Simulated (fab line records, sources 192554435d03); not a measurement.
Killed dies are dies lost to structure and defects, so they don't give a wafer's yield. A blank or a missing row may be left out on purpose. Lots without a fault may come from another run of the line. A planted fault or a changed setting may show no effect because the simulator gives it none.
Split-lot experiment | flow n5_finfet | 7 lots, 21 wafers read, on a route of 1938 steps

THE SPLIT
At N5_MIM_TOP_LITHO_EXPOSE_05 (exposes mask MIM TOP, target cd 2000 nm), the setting dose_mj was moved away from the recipe's 20.5 on 7 of the 21 wafers read, by -6.9% to +7.2%. The other wafers ran this setting at the recipe's value.

FROM THE SPLIT TO THE READING: what the file shows between them, 3 steps
- N5_MIM_TOP_LITHO_PEB_06
- N5_MIM_TOP_LITHO_DEVELOP_07: develop time 60 s
- N5_MIM_TOP_LITHO_HARDBAKE_09: time 120 s

THE READING
cd_nm, in nm, at N5_MIM_TOP_LITHO_CD_MEAS_08 (target cd 2000 nm). Fault-free wafers of this fab line usually give 1999.8 nm, standard deviation 1.4 nm.

wafer  | tool, chamber at the split | dose_mj as run | against the recipe | cd_nm, nm | against lot-mates on the recipe
L080.1 | krf_scanner-01, 0          | 21             | +2.4%              | 1997.0    | -4.7
L080.4 | krf_scanner-01, 0          | 21             | +2.4%              | 1994.6    | -7.1
L080.6 | krf_scanner-01, 0          | 20.5           | recipe             | 2001.7    | -
L081.3 | krf_scanner-02, 0          | 20.5           | recipe             | 1995.7    | -
L081.4 | krf_scanner-02, 0          | 21.98          | +7.2%              | 1985.4    | -10.5
L081.5 | krf_scanner-02, 0          | 20.5           | recipe             | 1996.2    | -
L085.3 | krf_scanner-01, 0          | 19.46          | -5.1%              | 2008.5    | +9.2
L085.4 | krf_scanner-01, 0          | 20.5           | recipe             | 1999.9    | -
L085.5 | krf_scanner-01, 0          | 20.5           | recipe             | 1998.7    | -
L089.2 | krf_scanner-02, 0          | 20.5           | recipe             | 2000.6    | -
L089.4 | krf_scanner-02, 0          | 19.09          | -6.9%              | 2014.2    | +13.6
L089.5 | krf_scanner-02, 0          | 19.09          | -6.9%              | 2012.2    | +11.6
L092.1 | krf_scanner-01, 0          | 20.5           | recipe             | 2000.3    | -
L092.4 | krf_scanner-01, 0          | 20.5           | recipe             | 1998.2    | -
L092.6 | krf_scanner-01, 0          | 21.36          | +4.2%              | 1991.3    | -8.0
L095.3 | krf_scanner-01, 0          | 20.5           | recipe             | 1999.5    | -
L095.4 | krf_scanner-01, 0          | 20.5           | recipe             | 1998.6    | -
L095.5 | krf_scanner-01, 0          | 20.5           | recipe             | 2001.1    | -
L094.3 | krf_scanner-01, 0          | 20.5           | recipe             | 1999.2    | -
L094.4 | krf_scanner-01, 0          | 20.5           | recipe             | 2000.5    | -
L094.5 | krf_scanner-01, 0          | 20.5           | recipe             | 2000.1    | -

THE FIT
A straight line over all 21 wafers: cd_nm changes by -1.92 nm for each +1% of dose_mj; r = -0.97; the points scatter about the line by 1.6 nm.
The same after taking each lot's own level away (the mean of its wafers on the recipe; 21 wafers): -1.77 nm for each +1%; r = -0.98; scatter 1.1 nm.
On that fit, the largest move of dose_mj shifts the reading by 13 nm.
The lots' own levels span 1995.95 to 2001.70 nm, that is 4.1 times the standard deviation above.
So the lot-to-lot level changes the slope little: the two slopes agree.
Check: with one of the wafers moved furthest among these (+7.2%) left out of the fit, the line predicts -13.9 nm for it against its lot-mates. It came out at -10.5 nm against them.

OTHER SPLITS ON THESE WAFERS
These wafers also went through other splits before the reading. Each is held against what the fit with the lots' levels taken away leaves over:
other split on the same wafers | wafers away from the commonest value | r with cd_nm (lot level and that fit taken away)
N5_BEOL_M15_COAT_04 spin_rpm   | 3                                    | +0.33
N5_MIM_TOP_SPUTTER_03 power_w  | 8                                    | -0.05

THE WHOLE CHAIN: every reading that the file lists as answering this split, in the file's order
step                        | what it does             | reading                                                              | change (the file's fit)              | r (the file's)
N5_MIM_TOP_LITHO_CD_MEAS_08 | target cd 2000 nm        | cd_nm                                                                | -1.73 nm for each +1% of the setting | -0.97
N5_MIM_TOP_LITHO_DESCUM_10  | chemistry O2, time 7.9 s | MIM_TOP_LITHO.cd_nm (the simulator's own value, which no gauge read) | -1.74 nm for each +1% of the setting | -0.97

THE FILE'S OWN FIT
cd_nm changes by -1.73 nm for each +1% of dose_mj, r = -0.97.
